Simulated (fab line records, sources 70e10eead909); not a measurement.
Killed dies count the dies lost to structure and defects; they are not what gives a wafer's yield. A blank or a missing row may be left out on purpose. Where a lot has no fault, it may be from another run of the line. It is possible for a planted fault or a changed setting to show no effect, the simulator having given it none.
Check for tools in common    flow nand-harc    33 wafers sampled across 11 lots

## WHY IT WAS OPENED
Flagged at NHARC_P_GATE_INSPECT_28: reading raw-defect-count, on 2 of 11 lots. Fault-free wafers read 6, with a standard deviation of 3.1.
Rule: a lot is flagged when every wafer of it that has a number lies more than 4 standard deviations from that mean, or none has a number. All remaining lots are regarded as sound.

lot   measured      on                 raw-defect-count, wafer by wafer  flag
L779  day 5 03:08   defect-inspect-02  4 5 4                             
L783  day 6 16:07   defect-inspect-02  329 341 316                       FLAGGED
L785  day 7 12:52   defect-inspect-01  279 281 321                       FLAGGED
L791  day 9 20:40   defect-inspect-02  3 5 2                             
L792  day 10 09:15  defect-inspect-01  5 7 7                             
L793  day 11 02:07  defect-inspect-02  5 2 7                             
L795  day 11 15:49  defect-inspect-02  7 5 5                             
L797  day 12 17:55  defect-inspect-01  10 11 4                           
L799  day 13 06:24  defect-inspect-02  3 7 6                             
L800  day 13 14:37  defect-inspect-02  7 10 5                            
L801  day 15 12:31  defect-inspect-02  2 2 5                             
On average the flagged lots' numbers are 311, which is +305 against the usual, or +98 standard deviations.

## TOOL THAT RAN EACH LOT
The record holds 1 process step before the reading, out of a route of 1302 steps. Every cell lists first the tool, next ch and the chambers used by the sampled wafers, and last the start.
lot   flag     NHARC_P_GATE_ETCH_14
L779           wet-bench-01 ch 0,1,4, day 4 12:59
L783  FLAGGED  wet-bench-01 ch 0,2,7, day 6 02:05
L785  FLAGGED  wet-bench-01 ch 3,4,5, day 6 20:15
L791           wet-bench-01 ch 1,2,4, day 9 06:45
L792           wet-bench-09 ch 3,6,7, day 9 19:39
L793           wet-bench-01 ch 2,3,6, day 10 11:36
L795           wet-bench-07 ch 1,2,3, day 11 02:13
L797           wet-bench-01 ch 2,3,7, day 12 03:46
L799           wet-bench-09 ch 3,4,5, day 12 16:40
L800           wet-bench-01 ch 0,2,3, day 13 00:06
L801           wet-bench-01 ch 3,4,6, day 14 21:58
These steps, and what they do:
- NHARC_P_GATE_ETCH_14: etches SiO2 in dHF, target depth 48.8 nm.
- NHARC_P_GATE_INSPECT_28

## FLAGGED OVER TOTAL, TOOL BY TOOL (the gauges that took the reading come last)
step                     tool               lots run  flagged  share of the flagged lots  sound lots run after its first flagged lot
NHARC_P_GATE_ETCH_14     wet-bench-01       8         2        all                        5 (L791,L793,L797,L800,L801)
NHARC_P_GATE_ETCH_14     wet-bench-07       1         0        none                       -
NHARC_P_GATE_ETCH_14     wet-bench-09       2         0        none                       -
NHARC_P_GATE_INSPECT_28  defect-inspect-01  3         1        some                       2 (L792,L797)
NHARC_P_GATE_INSPECT_28  defect-inspect-02  8         1        some                       6 (L791,L793,L795,L799,L800,L801)

## THE TABLE: WHAT IT ALLOWS
All flagged lots share 1 row of the table, namely wet-bench-01 at NHARC_P_GATE_ETCH_14.
- wet-bench-01 at NHARC_P_GATE_ETCH_14 ran 8 lots, 2 of them flagged. Sound lots ran on it after the first flagged one (L791, L793, L797, L800, L801), which a lasting fault on the whole tool wouldn't allow.
None of the table's rows ran every flagged lot and, after the first, no sound lot.

## WHAT WAS PUT IN BY THE SIMULATOR
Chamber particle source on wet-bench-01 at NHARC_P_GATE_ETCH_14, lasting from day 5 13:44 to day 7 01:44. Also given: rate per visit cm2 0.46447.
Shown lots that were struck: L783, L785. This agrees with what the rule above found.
